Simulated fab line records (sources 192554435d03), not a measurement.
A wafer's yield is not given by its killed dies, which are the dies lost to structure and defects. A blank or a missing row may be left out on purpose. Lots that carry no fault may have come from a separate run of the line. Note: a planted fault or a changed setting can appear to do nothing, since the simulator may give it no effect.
A lot that was struck, set against a sound lot    flow n5Finfet    14 steps out of a route of 1938
Sound: the wafers L498.3, L498.5, L498.6. Wafers struck: L507.4, L507.5, L507.6. Last of all comes the cause.
Per side, at each step with rows, come the tool, then ch with its chambers, and then its first start. Under that, the readings that differ: sound wafers    struck wafers    difference of the means    sigmas: that difference in standard deviations of wafers without a fault.
alike: same words and numbers on both sides, and readings whose means sit less than 2 such deviations apart. not compared: any withheld reading, any reading some wafer has no value for, any bound like >300 that may hide the same value, and any number with overlapping values for which the record gives no deviation.
A row with sigmas, a row that says differs or no value, or rows on one side alone: a step with any of these is where the two part. Non-overlapping numbers with no deviation appear without sigmas and do not part them. Lack of a reading on every wafer of one side parts them only where that side has two or more wafers.

first, 1 step without rows for these wafers: N5_DUMMY_GATE_SRD_47 (dry time 32 s).
N5_DUMMY_GATE_CMP_04: polishes a-Si.
  sound on cmp-02 ch 0,1, day 3 01:21; struck on cmp-01 ch 1,2,3, day 5 09:55
  alike: motorCurrentA, timeToEndpointS
N5_DUMMY_GATE_THK_MEAS_05:
  struck on filmMetro-02, day 5 10:05; sound on filmMetro-02, day 3 01:35
reading     sound           struck          difference  sigmas
thkNm (nm)  69.5 70.5 71.6  72.6 73.6 72.4  +2.3        +2
then, 9 steps without rows for these wafers: N5_DUMMY_GATE_HM_DEP_06 (deposits SiNx from DCS/NH3, target thk 80 nm, time 5141 s); N5_DUMMY_GATE_PECVD_30 (deposits SiO2 from TEOS/O2, target thk 55 nm, time 10.8 s); N5_DUMMY_GATE_COAT_34 (time 60 s, resist thk 60 nm); N5_DUMMY_GATE_COAT_35 (time 60 s, resist thk 10 nm); N5_DUMMY_GATE_COAT_28 (time 60 s, resist thk 10 nm); N5_DUMMY_GATE_COAT_09 (resist thk 30 nm); N5_DUMMY_GATE_EBR_11; N5_DUMMY_GATE_SOFTBAKE_10 (time 60 s); N5_DUMMY_GATE_EXPOSE_12 (exposes mask GATE, target cd 25 nm).
N5_DUMMY_GATE_PEB_13: peb time 60 s.
  struck on lithoTrack-04, day 5 14:19; sound on lithoTrack-04 ch 0, day 3 07:47
  no value came back on the struck wafers for chillPlateTempC (C), exhaustPa (Pa); on the sound wafers chillPlateTempC (C) reads 23.11 22.97 22.93
then, 1 step without rows for these wafers: N5_DUMMY_GATE_DEVELOP_14 (develop time 30 s).

== WHERE THEY PART ==
At N5_DUMMY_GATE_THK_MEAS_05 first; at N5_DUMMY_GATE_PEB_13 last (within this record only).

WHY: what had been put in by the simulator
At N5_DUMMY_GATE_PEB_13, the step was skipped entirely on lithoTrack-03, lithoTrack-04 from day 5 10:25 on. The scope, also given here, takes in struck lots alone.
